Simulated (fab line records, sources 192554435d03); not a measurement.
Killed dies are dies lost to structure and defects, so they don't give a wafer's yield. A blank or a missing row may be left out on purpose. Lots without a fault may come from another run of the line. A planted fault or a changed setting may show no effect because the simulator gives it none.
Split-lot experiment | flow n5_finfet | 7 lots, 21 wafers read, on a route of 1938 steps

THE SPLIT
At N5_BEOL_M0_CUTY_COAT_51 (resist thk 150 nm), the setting spin_rpm was moved away from the recipe's 1500 rpm on 5 of the 21 wafers read, by -8.6% to -3.4%. The other wafers ran this setting at the recipe's value.

FROM THE SPLIT TO THE READING: what the file shows between them, 5 steps
- N5_BEOL_M0_CUTY_EBR_52
- N5_BEOL_M0_CUTY_SOFTBAKE_53: time 60 s
- N5_BEOL_M0_CUTY_EXPOSE_54: exposes mask M0 ABLK
- N5_BEOL_M0_CUTY_PEB_55: peb time 60 s
- N5_BEOL_M0_CUTY_DEVELOP_56: develop time 30 s

THE READING
CAR-ArF-block_of_BEOL_M0_CUTY_COAT_51.thk_nm (the simulator's own value, which no gauge read), in nm, at N5_BEOL_M0_CUTY_DESCUM_61 (chemistry O2, time 7.9 s). The file gives no usual value for it. The 16 wafers here that ran the recipe average 143.7 nm, standard deviation 0.55 nm.

wafer  | tool, chamber at the split | spin_rpm as run, rpm | against the recipe | CAR-ArF-block_of_BEOL_M0_CUTY_COAT_51.thk_nm, nm | against lot-mates on the recipe
L075.1 | litho_track-03, 0          | 1500                 | recipe             | 143.4                                            | -
L075.3 | litho_track-03, 0          | 1443                 | -3.8%              | 145.8                                            | +2.4
L075.4 | litho_track-03, 0          | 1443                 | -3.8%              | 146.4                                            | +3.0
L076.1 | litho_track-01, 0          | 1500                 | recipe             | 143.6                                            | -
L076.2 | litho_track-01, 0          | 1500                 | recipe             | 144                                              | -
L076.6 | litho_track-01, 0          | 1500                 | recipe             | 144                                              | -
L081.1 | litho_track-05, 0          | 1500                 | recipe             | 143.4                                            | -
L081.3 | litho_track-05, 0          | 1371                 | -8.6%              | 150.8                                            | +7.4
L081.6 | litho_track-05, 0          | 1371                 | -8.6%              | 150                                              | +6.6
L083.1 | litho_track-01, 0          | 1500                 | recipe             | 143.8                                            | -
L083.3 | litho_track-01, 0          | 1500                 | recipe             | 143.2                                            | -
L083.4 | litho_track-01, 0          | 1500                 | recipe             | 143.6                                            | -
L086.1 | litho_track-05, 0          | 1500                 | recipe             | 144.8                                            | -
L086.3 | litho_track-05, 0          | 1500                 | recipe             | 144.8                                            | -
L086.5 | litho_track-05, 0          | 1500                 | recipe             | 144.4                                            | -
L095.2 | litho_track-01, 0          | 1500                 | recipe             | 143.2                                            | -
L095.6 | litho_track-01, 0          | 1500                 | recipe             | 143.2                                            | -
L095.5 | litho_track-01, 0          | 1500                 | recipe             | 143                                              | -
L096.2 | litho_track-03, 0          | 1500                 | recipe             | 143.2                                            | -
L096.3 | litho_track-03, 0          | 1449                 | -3.4%              | 146                                              | +2.6
L096.6 | litho_track-03, 0          | 1500                 | recipe             | 143.6                                            | -

THE FIT
A straight line over all 21 wafers: CAR-ArF-block_of_BEOL_M0_CUTY_COAT_51.thk_nm changes by -0.756 nm for each +1% of spin_rpm; r = -0.97; the points scatter about the line by 0.56 nm.
The same after taking each lot's own level away (the mean of its wafers on the recipe; 21 wafers): -0.799 nm for each +1%; r = -0.99; scatter 0.26 nm.
On that fit, the largest move of spin_rpm shifts the reading by 6.9 nm.
The lots' own levels span 143.13 to 144.67 nm, that is 2.8 times the standard deviation above.
So the lot-to-lot level changes the slope little: the two slopes agree.
Check: with one of the wafers moved furthest among these (-8.6%) left out of the fit, the line predicts +6.48 nm for it against its lot-mates. It came out at +7.4 nm against them.

OTHER SPLITS ON THESE WAFERS
These wafers also went through other splits before the reading. Each is held against what the fit with the lots' levels taken away leaves over:
other split on the same wafers         | wafers away from the commonest value | r with CAR-ArF-block_of_BEOL_M0_CUTY_COAT_51.thk_nm (lot level and that fit taken away)
N5_BEOL_M0_SAQP_HM_DEP_02 target_thk_a | 8                                    | -0.13
N5_BEOL_M0_SAQP_CUT_ETCH_46 time_s     | 10                                   | +0.21

THE WHOLE CHAIN: every reading that the file lists as answering this split, in the file's order
step                       | what it does             | reading                                                                                       | change (the file's fit)               | r (the file's)
N5_BEOL_M0_CUTY_COAT_51    | resist thk 150 nm        | CAR-ArF-block_of_BEOL_M0_CUTY_COAT_51.thk_nm (the simulator's own value, which no gauge read) | -0.81 nm for each +1% of the setting  | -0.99
N5_BEOL_M0_CUTY_DEVELOP_56 | develop time 30 s        | CAR-ArF-block_of_BEOL_M0_CUTY_COAT_51.thk_nm (the simulator's own value, which no gauge read) | -0.802 nm for each +1% of the setting | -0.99
N5_BEOL_M0_CUTY_DESCUM_61  | chemistry O2, time 7.9 s | CAR-ArF-block_of_BEOL_M0_CUTY_COAT_51.thk_nm (the simulator's own value, which no gauge read) | -0.793 nm for each +1% of the setting | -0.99

THE FILE'S OWN FIT
CAR-ArF-block_of_BEOL_M0_CUTY_COAT_51.thk_nm changes by -0.793 nm for each +1% of spin_rpm, r = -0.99.
